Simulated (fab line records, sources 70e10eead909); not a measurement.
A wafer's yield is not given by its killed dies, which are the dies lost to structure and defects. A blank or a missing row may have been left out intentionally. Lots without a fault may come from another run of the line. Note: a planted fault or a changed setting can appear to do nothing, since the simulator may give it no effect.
A struck lot beside a sound one / flow nandHarc / 15 out of 1159 route steps
Sound: wafers L475.1, L475.4, L475.6. Wafers L465.1, L465.3, L465.4 were the ones struck. The cause is named last.
Each step with rows lists, per side, the tool, then ch with its chambers, then its first start. Under that, the readings that differ: sound wafers / struck wafers / difference of the means / sigmas: that difference in standard deviations of wafers without a fault.
alike: readings with means less than 2 such deviations apart, plus words and numbers identical on both sides. not compared: withheld readings, readings lacking a value on some wafer, bounds such as >300 that could conceal the same value, and numbers that have no deviation in the record and whose values overlap.
Wherever a step has rows on one side only, a row that says differs or no value, or a row with sigmas, the two part there. Numbers that don't overlap but have no deviation are shown without sigmas and don't part them. Lack of a reading on every wafer of one side parts them only where that side has two or more wafers.

first, 8 steps without rows for these wafers: NHARC_P_GATE_DEHYDRATE_03 (time 120 s); NHARC_P_GATE_HMDS_04 (time 30 s); NHARC_P_GATE_COAT_05; NHARC_P_GATE_SOFTBAKE_06 (time 95 s); NHARC_P_GATE_EBR_07; NHARC_P_GATE_EXPOSE_08 (exposes mask P HV); NHARC_P_GATE_PEB_09 (peb time 85 s); NHARC_P_GATE_DEVELOP_10 (time 70 s).
NHARC_P_GATE_CD_MEAS_11 targets a cd of 1640 nm.
  sound on cdSem-01 ch 0, day 7 19:26; struck on cdSem-01 ch 0, day 5 05:33
  alike: cdNm
then, 1 step without rows for these wafers: NHARC_P_GATE_HARDBAKE_12 (time 80 s).
NHARC_P_GATE_DESCUM_13: chemistry O2, time 3 s.
  sound on rieDiel-03 ch 0,1, day 7 19:35; struck on rieDiel-11 ch 1,3, day 5 05:46
  alike: drypumpMotorCurrentA, oesProductAu, rfVppV, showerheadPlenumPTorr, throttleValvePct
  not compared: rfHoursCounterH
then, 1 step without rows for these wafers: NHARC_P_GATE_ETCH_14 (etches SiO2 in dHF, target depth 48.8 nm).
NHARC_P_GATE_STRIP_15: strips in SPM, time 780 s.
  sound on wetBench-02 ch 1,2,5, day 7 19:46; struck on wetBench-02 ch 2,4,6, day 5 05:57
  no value came back on the struck wafers for bathGuardTempC (C), bathHeatDutyPct (%); on the sound wafers bathGuardTempC (C) reads 129.9 129.9 130.7
then, 1 step without rows for these wafers: NHARC_P_GATE_PRECLEAN_71 (cleans in SC1).
-- jump in the record: it breaks off in module P_GATE and resumes in module END (first step shown: number 1159 of the route), and 15 days separate the struck wafers' starts before and after --
NHARC_END_SORT_01:
  here the record holds rows for the struck wafers (prober-02 ch 0, day 20 15:00) but none for the sound ones

WHERE THEY PART
Earliest at NHARC_P_GATE_STRIP_15; latest, in this record, at NHARC_END_SORT_01.

WHY: the cause the simulator had injected
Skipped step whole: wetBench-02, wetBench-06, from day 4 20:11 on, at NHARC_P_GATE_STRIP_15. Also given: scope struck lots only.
